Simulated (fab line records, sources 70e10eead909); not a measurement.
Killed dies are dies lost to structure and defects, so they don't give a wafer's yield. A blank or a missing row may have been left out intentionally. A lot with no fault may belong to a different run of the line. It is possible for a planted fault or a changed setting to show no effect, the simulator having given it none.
Chamber matching ; flow nandHarc ; NHARC_A_CHANNEL_FILL_D1_ALD_16 on aldHk-01: 4 sister chambers
The step deposits SiO2, target thk 1.5 nm, pulse time 10 s, ald cycles 15. 8 wafers are shown with their chamber, then 8 later ones without.

EACH WAFER AND ITS CHAMBER
wafer;chamber;heaterPowerW (W);precursorPulseHeightRel
L077.2;1;507;0.982
L080.5;2;435;1.000
L082.3;2;433;0.987
L086.1;1;499;1.046
L086.2;0;476;1.053
L089.4;0;480;0.969
L089.6;3;535;1.025
L088.1;3;528;1.005

WAFERS MISSING THEIR CHAMBER
wafer;heaterPowerW (W);precursorPulseHeightRel
L088.3;440;0.975
L088.4;506;1.003
L091.1;445;1.014
L091.3;533;1.009
L091.5;484;1.028
L092.2;440;0.980
L092.4;483;0.991
L092.5;558;1.005

THE CHAMBER EACH PASSED THROUGH
wafer;from the rows above;in truth
L088.3;2;2
L088.4;1;1
L091.1;2;2
L091.3;3;3
L091.5;0;0
L092.2;2;2
L092.4;0;0
L092.5;3;3
Correctly placed: 8 of 8. From these rows, 0 cannot be placed. Number placed wrongly: 0.
How it was worked out, from the rows above alone: a wafer's distance from a chamber is the root of the sum, over the readings, of the square of ((its reading less the chamber's mean) divided by the reading's scatter). If the next closest chamber is less than 2 further off than the closest, the wafer can't be placed; otherwise it belongs to the closest. Each chamber's mean is taken over the wafers shown for it. How the scatter is found: for the shown wafers, subtract from each reading the mean of its chamber, square and add these, divide the total by (wafers less chambers), then take the root.
